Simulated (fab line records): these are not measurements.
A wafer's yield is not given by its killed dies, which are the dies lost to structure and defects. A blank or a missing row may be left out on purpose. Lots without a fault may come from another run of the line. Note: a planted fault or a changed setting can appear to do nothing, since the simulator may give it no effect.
Chamber matching :: flow n5Finfet :: rieDiel-02 running N5_MOL_CONTACT_COAG_ETCH_89: 4 sister chambers
The step etches underlayer in N2/H2, target depth 13 nm, time 10.4 s. 4 wafers are shown with their chamber, then 8 later ones without.

WAFERS, EACH WITH ITS CHAMBER
wafer: L085.1
chamber: 2
drypumpMotorCurrentA (A): 5.7

wafer: L087.1
chamber: 3
drypumpMotorCurrentA (A): 5.9

wafer: L087.5
chamber: 0
drypumpMotorCurrentA (A): 5.3

wafer: L088.1
chamber: 1
drypumpMotorCurrentA (A): 5.9

WAFERS WITH NO CHAMBER GIVEN
wafer: L088.4
drypumpMotorCurrentA (A): 5.7

wafer: L088.5
drypumpMotorCurrentA (A): 5.9

wafer: L094.3
drypumpMotorCurrentA (A): 5.9

wafer: L094.4
drypumpMotorCurrentA (A): 5.9

wafer: L094.6
drypumpMotorCurrentA (A): 5.9

wafer: L096.3
drypumpMotorCurrentA (A): 5.8

wafer: L096.5
drypumpMotorCurrentA (A): 5.9

wafer: L096.6
drypumpMotorCurrentA (A): 5.9

THE CHAMBER EACH PASSED THROUGH
wafer: L088.4
from the rows above: 2
in truth: 2

wafer: L088.5
from the rows above: can't be placed: 1 or 3
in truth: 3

wafer: L094.3
from the rows above: can't be placed: 1 or 3
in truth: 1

wafer: L094.4
from the rows above: can't be placed: 1 or 3
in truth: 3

wafer: L094.6
from the rows above: can't be placed: 1 or 3
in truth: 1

wafer: L096.3
from the rows above: can't be placed: 2 or 1 or 3
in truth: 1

wafer: L096.5
from the rows above: can't be placed: 1 or 3
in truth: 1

wafer: L096.6
from the rows above: can't be placed: 1 or 3
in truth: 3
Correctly placed: 1 of 8. Not placeable from these rows: 7 (in 7, the candidates include the true chamber). 0 placed wrongly.
How it was worked out, from the rows above alone: a wafer's distance from a chamber is the root of the sum, over the readings, of the square of ((its reading less the chamber's mean) divided by the reading's scatter). The wafer belongs to the nearest chamber; if the next one is less than 2 further off, it can't be placed. A chamber's mean is the mean of its shown wafers. The scatter: with one shown wafer a chamber, the root of the mean of the squares of how far each hidden wafer lies from its nearest shown one.
